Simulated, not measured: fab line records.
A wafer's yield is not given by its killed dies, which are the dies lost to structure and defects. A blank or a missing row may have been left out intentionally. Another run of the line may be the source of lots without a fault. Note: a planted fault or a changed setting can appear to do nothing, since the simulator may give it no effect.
Which of the tools did it? ; flow nandHarc ; 41 wafers from 14 lots sampled at 5 of the route's 1302 steps

WHAT THE GAUGES READ, wafer by wafer
NHARC_A_ONON_D2_THK_MEAS_02: measures by ellipsometry.
lot;measured;on;thkNm (nm)
L775;day 12 02:50;filmMetro-01;993 993 994
L776;day 13 00:10;filmMetro-02;1005 1006 1007
L778;day 13 16:02;filmMetro-01;1007 1007 1008
L779;day 14 02:52;filmMetro-01;1002 999 1001
L780;day 14 14:56;filmMetro-02;1008 1008 1005
L781;day 14 23:58;filmMetro-02;1885 1007 1005
L782;day 15 02:34;filmMetro-02;992 990 991
L784;day 16 03:35;filmMetro-01;1878 1000
L792;day 19 09:17;filmMetro-02;981 981 981
L793;day 20 06:52;filmMetro-02;972 972 974
L795;day 20 19:54;filmMetro-01;1000 999 1000
L794;day 20 19:55;filmMetro-02;1006 1005 1003
L796;day 21 10:17;filmMetro-01;1000 998 1001
L798;day 22 05:46;filmMetro-01;989 989 987

NHARC_END_SORT_01.
lot;measured;on;killedAtArray;killedAtOther;killedAtPeriphery;killedDies;killedOpen;killedShort
L781;day 27 05:40;prober-01;672 83 86;1 1 3;4 1 3;677 85 92;3 3 2;3 2 2
L784;day 27 15:04;prober-02;675 55;0 1;2 5;677 61;6 0;5 0

WHAT TOOL EACH LOT RAN ON (gives the tool, then ch and the chambers of the sampled wafers, and finally the start)
lot;NHARC_A_CHANNEL_FILL_D1_STRIP_28;NHARC_A_CHANNEL_FILL_D1_CMP_10;NHARC_A_ONON_D2_DEP_00
L775;rieDiel-08 ch 0,1,2, day 9 15:32;cmp-02 ch 0,1,2, day 10 14:50;pecvdOnon-03 ch 0, day 12 02:20
L776;rieDiel-03 ch 2,3, day 10 11:37;cmp-02 ch 0,1, day 11 13:01;pecvdOnon-03 ch 0, day 12 23:40
L778;rieDiel-01 ch 0,1,2, day 11 05:04;cmp-03 ch 0,2,3, day 12 06:31;pecvdOnon-04 ch 0, day 13 15:31
L779;rieDiel-01 ch 0,1,2, day 11 10:43;cmp-04 ch 0,1,3, day 12 16:10;pecvdOnon-03 ch 0, day 14 02:32
L780;rieDiel-08 ch 0,1,3, day 12 02:07;cmp-02 ch 1,2,3, day 13 02:37;pecvdOnon-03 ch 0, day 14 14:26
L781;rieDiel-01 ch 0,1,2, day 12 11:06;cmp-03 ch 1,2,3, day 13 10:24;pecvdOnon-03 ch 0, day 14 23:27
L782;rieDiel-01 ch 0,1,3, day 12 16:08;cmp-04 ch 0,1,3, day 13 15:35;pecvdOnon-01 ch 0, day 15 02:10
L784;rieDiel-08 ch 1,2, day 13 15:08;cmp-04 ch 0,2, day 14 16:10;pecvdOnon-03 ch 0, day 16 03:08
L792;rieDiel-08 ch 0,1,2, day 16 22:11;cmp-03 ch 0,2,3, day 17 21:28;pecvdOnon-03 ch 0, day 19 08:47
L793;rieDiel-08 ch 0,1, day 17 13:05;cmp-04 ch 1,2,3, day 18 13:19;pecvdOnon-03 ch 0, day 20 06:21
L795;rieDiel-03 ch 0,2,3, day 18 06:59;cmp-03 ch 0,2, day 19 07:46;pecvdOnon-04 ch 0, day 20 19:31
L794;rieDiel-08 ch 0,2, day 18 07:09;cmp-04 ch 0,3, day 19 07:46;pecvdOnon-03 ch 0, day 20 19:27
L796;rieDiel-03 ch 1,2,3, day 18 21:22;cmp-04 ch 0,1, day 19 21:27;pecvdOnon-03 ch 0, day 21 09:50
L798;rieDiel-03 ch 2,3, day 19 17:16;cmp-02 ch 1,2,3, day 20 20:16;pecvdOnon-03 ch 0, day 22 05:16
- NHARC_A_CHANNEL_FILL_D1_STRIP_28: strips in O2, time 20 s.
- NHARC_A_CHANNEL_FILL_D1_CMP_10: polishes, target thk 150 nm.
- NHARC_A_ONON_D2_DEP_00: target thk 1000 nm.

WHAT THE TOOLS THEMSELVES READ (means of the sampled wafers that have a number; where no wafer has one, the mark that the record gives instead)
NHARC_A_CHANNEL_FILL_D1_STRIP_28.
lot;tool;drypumpMotorCurrentA (A);oesProductAu (a.u.);rfVppV (V);showerheadPlenumPTorr (Torr);throttleValvePct (%)
L775;rieDiel-08;5.4;1.012;57.6;3.43;17.035
L776;rieDiel-03;6.0;1.000;59.2;3.75;17.035
L778;rieDiel-01;5.3;1.012;57.1;3.53;17.039
L779;rieDiel-01;5.3;1.005;57.9;3.53;17.035
L780;rieDiel-08;5.2;1.009;56.7;3.42;17.036
L781;rieDiel-01;5.4;1.009;57.6;3.53;17.039
L782;rieDiel-01;5.0;1.009;57.5;3.68;17.033
L784;rieDiel-08;5.2;1.006;56.6;3.48;17.034
L792;rieDiel-08;5.4;1.007;58.2;3.42;17.038
L793;rieDiel-08;5.6;1.018;57.0;3.32;17.039
L795;rieDiel-03;5.7;1.002;57.1;3.62;17.039
L794;rieDiel-08;5.6;1.006;58.4;3.52;17.033
L796;rieDiel-03;6.1;1.011;57.6;3.61;17.045
L798;rieDiel-03;6.0;1.009;57.8;3.75;17.027

NHARC_A_CHANNEL_FILL_D1_CMP_10.
lot;tool;edgeZonePressureFrac;motorCurrentA (A);timeToEndpointS (s)
L775;cmp-02;0.996;11.6;15.7
L776;cmp-02;0.998;10.5;15.6
L778;cmp-03;0.998;12.2;15.4
L779;cmp-04;0.995;11.4;14.0
L780;cmp-02;0.996;12.5;17.4
L781;cmp-03;1.001;12.1;15.4
L782;cmp-04;0.999;11.2;12.6
L784;cmp-04;1.000;12.3;14.3
L792;cmp-03;1.000;11.8;15.0
L793;cmp-04;1.001;11.1;14.0
L795;cmp-03;0.998;12.5;13.8
L794;cmp-04;1.003;11.2;15.2
L796;cmp-04;1.000;12.0;18.2
L798;cmp-02;1.001;12.4;17.0

THE ANSWER, worked out from the rows above alone
Rule: usual is defined by the lots themselves. Put in order of their means at a reading, lots are off if they are a third of the lots or fewer, leave a main group of 4 or more, and stand apart from it by a gap of 3 or more times the standard deviation of the main group's means; of several such gaps the widest counts. The tables above print the reading to a certain number of digits; a main group whose means all agree to those digits is not used. A lot without any number at a reading at which 4 lots or more have one is off too. Any other lot the step has rows for is counted as sound. First the gauges in route order, then the tools' own readings, where a lot's mean is used as printed above. The first step at which some lot is off is used, and at that step the reading that is off furthest; a lot without a number counts as furthest.
Off: L781, L784 (NHARC_A_ONON_D2_THK_MEAS_02, thkNm). The main group has a mean of 996 nm with a standard deviation of 11.
If a tool, at a process step before that reading, ran all the lots that are off and no sound lot after the first of them, it fits. Those tools and the gauges at NHARC_A_ONON_D2_THK_MEAS_02 are tried in the same way. Not one of the candidates tried fits.

WHAT THE SIMULATOR HAD INSERTED
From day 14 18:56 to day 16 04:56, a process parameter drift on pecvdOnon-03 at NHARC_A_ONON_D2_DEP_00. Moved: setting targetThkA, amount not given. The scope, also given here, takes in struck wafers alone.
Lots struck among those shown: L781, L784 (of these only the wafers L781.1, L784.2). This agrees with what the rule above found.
